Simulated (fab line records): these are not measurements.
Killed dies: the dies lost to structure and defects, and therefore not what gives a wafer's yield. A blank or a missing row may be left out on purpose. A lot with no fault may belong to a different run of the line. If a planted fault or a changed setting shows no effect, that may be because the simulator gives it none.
Comparing a struck lot with a sound one / flow n5_finfet / 19 out of 1938 route steps
Sound: these wafers, L131.1, L131.4, L131.5. The struck wafers were L140.1, L140.3. The cause comes at the end.
Order at every step that has rows: each side's tool, ch and its chambers, its first start. Under that, the readings that differ: sound wafers / struck wafers / difference of the means / sigmas: that difference in standard deviations of wafers without a fault.
alike: readings with means less than 2 such deviations apart, plus words and numbers identical on both sides. not compared: withheld readings, readings lacking a value on some wafer, bounds such as >300 that could conceal the same value, and numbers that have no deviation in the record and whose values overlap.
Wherever a step has rows on one side only, a row that says differs or no value, or a row with sigmas, the two part there. Numbers that don't overlap but have no deviation are shown without sigmas and don't part them. A reading that every wafer of one side lacks parts them only if that side has two wafers or more.

N5_PASSIVATION_AL_ETCH_33: etches Al in Cl2/BCl3, stops on TaN, target depth 2800 nm, time 466.7 s.
  sound on rie_metal-02 ch 0, day 14 06:38; struck on rie_metal-02 ch 0,1, day 16 11:37
  alike: drypump_motor_current_A, oes_product_au, throttle_valve_pct
  not compared: rf_hours_counter_h
N5_PASSIVATION_ETCH_59: etches TaN in Cl2/BCl3, target depth 65 nm, time 34.9 s.
  sound on rie_metal-02 ch 0, day 14 07:02; struck on rie_metal-02 ch 0,1, day 16 12:01
  alike: drypump_motor_current_A, oes_product_au, throttle_valve_pct
  not compared: rf_hours_counter_h
N5_PASSIVATION_STRIP_34: strips in O2.
  sound on rie_diel-05 ch 1,2,3, day 14 07:10; struck on rie_diel-05 ch 0,3, day 16 12:08
  alike: drypump_motor_current_A, oes_product_au, rf_vpp_V, showerhead_plenum_p_Torr, throttle_valve_pct
  not compared: rf_hours_counter_h
then, 4 steps without rows for these wafers: N5_PASSIVATION_STRIP_51 (strips in post etch residue remover, time 1200 s); N5_PASSIVATION_CLEAN_69 (cleans in IPA, time 180 s); N5_PASSIVATION_SRD_70 (time 30 s); N5_PASSIVATION_PECVD_53 (deposits SiO2 from TEOS/O2, target thk 800 nm, time 169.4 s).
N5_PASSIVATION_PECVD_35: deposits SiNx from SiH4/NH3/N2, target thk 700 nm, time 151.3 s.
  sound on pecvd-02 ch 1,2, day 14 07:47; struck on pecvd-01 ch 0,2, day 16 12:45
  alike: heater_power_w, showerhead_plenum_p_Torr, showerhead_vpp_V, throttle_valve_pct
then, 4 steps without rows for these wafers: N5_PASSIVATION_HMDS_37 (time 60 s); N5_PASSIVATION_COAT_38; N5_PASSIVATION_EBR_40; N5_PASSIVATION_SOFTBAKE_39 (time 120 s).
N5_PASSIVATION_EXPOSE_41: exposes mask PASS OPEN, defocus 0 nm, target cd 40000 nm.
  sound on krf_scanner-02 ch 0, day 14 08:02; struck on krf_scanner-02 ch 0, day 16 13:01
  alike: mask
then, 3 steps without rows for these wafers: N5_PASSIVATION_PEB_42; N5_PASSIVATION_DEVELOP_43 (develop time 60 s); N5_PASSIVATION_HARDBAKE_45 (time 120 s).
N5_PASSIVATION_CD_MEAS_44: the cd target is 40000 nm.
  sound on cd_sem-01 ch 0, day 14 08:13; struck on cd_sem-03 ch 0, day 16 13:11
reading=cd_nm (nm); sound=40001 40003 40004; struck=40042 40047; difference=+42; sigmas=+12
N5_PASSIVATION_OVL_MEAS_66:
  sound on overlay-01 ch 0, day 14 08:14; struck on overlay-02 ch 0, day 16 13:13
  alike: PASS_OPEN_OVL
N5_PASSIVATION_PROBE_49:
  sound wafers here have rows in the record (prober-02, day 14 11:22); struck ones have none

WHERE THEY PART
Earliest at N5_PASSIVATION_CD_MEAS_44; latest, in this record, at N5_PASSIVATION_PROBE_49.

WHY: what the simulator had put in
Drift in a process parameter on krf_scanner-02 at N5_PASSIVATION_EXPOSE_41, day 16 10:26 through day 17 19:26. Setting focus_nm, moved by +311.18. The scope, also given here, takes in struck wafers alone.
